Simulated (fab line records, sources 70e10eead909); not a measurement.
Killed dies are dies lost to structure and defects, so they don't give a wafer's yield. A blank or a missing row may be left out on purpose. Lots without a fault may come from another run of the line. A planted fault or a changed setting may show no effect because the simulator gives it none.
Chamber matching | flow nand_harc | NHARC_P_BONDPAD_ETCH_37 on rie_diel-12: 4 sister chambers
The step etches the open film in N2/H2, target depth 60 nm, overetch 18 nm, time 65.91 s. 8 wafers are shown with their chamber, then 7 later ones without.

WAFERS WITH THEIR CHAMBER
wafer  | chamber | drypump_motor_current_A (A) | rf_vpp_V (V)
L450.3 | 2       | 6.2                         | 435.2
L452.1 | 1       | 5.2                         | 428.9
L454.5 | 1       | 5.2                         | 429.5
L453.2 | 0       | 6.3                         | 428.3
L453.5 | 0       | 6.3                         | 429.4
L453.6 | 3       | 6.0                         | 429.2
L456.2 | 3       | 6.0                         | 431.8
L456.3 | 2       | 6.1                         | 434.2

WAFERS WITHOUT THEIR CHAMBER
wafer  | drypump_motor_current_A (A) | rf_vpp_V (V)
L456.6 | 6.0                         | 431.6
L455.1 | 6.2                         | 432.7
L455.3 | 6.4                         | 427.4
L455.6 | 6.4                         | 428.4
L468.2 | 6.2                         | 433.2
L468.5 | 5.2                         | 429.7
L468.6 | 6.2                         | 433.8

WHICH CHAMBER EACH WENT THROUGH
wafer  | from the rows above | in truth
L456.6 | 3                   | 3
L455.1 | 2                   | 2
L455.3 | 0                   | 0
L455.6 | 0                   | 0
L468.2 | 2                   | 2
L468.5 | 1                   | 1
L468.6 | 2                   | 2
Placed correctly: 7 of 7. Can't be placed from these rows: 0. Placed wrongly: 0.
How it was worked out, from the rows above alone: a wafer's distance from a chamber is the root of the sum, over the readings, of the square of ((its reading less the chamber's mean) divided by the reading's scatter). The wafer belongs to the nearest chamber; if the next one is less than 2 further off, it can't be placed. A chamber's mean is the mean of its shown wafers. The scatter: the root of (the sum of the squares of (reading less its chamber's mean) over the shown wafers, divided by (wafers less chambers)).
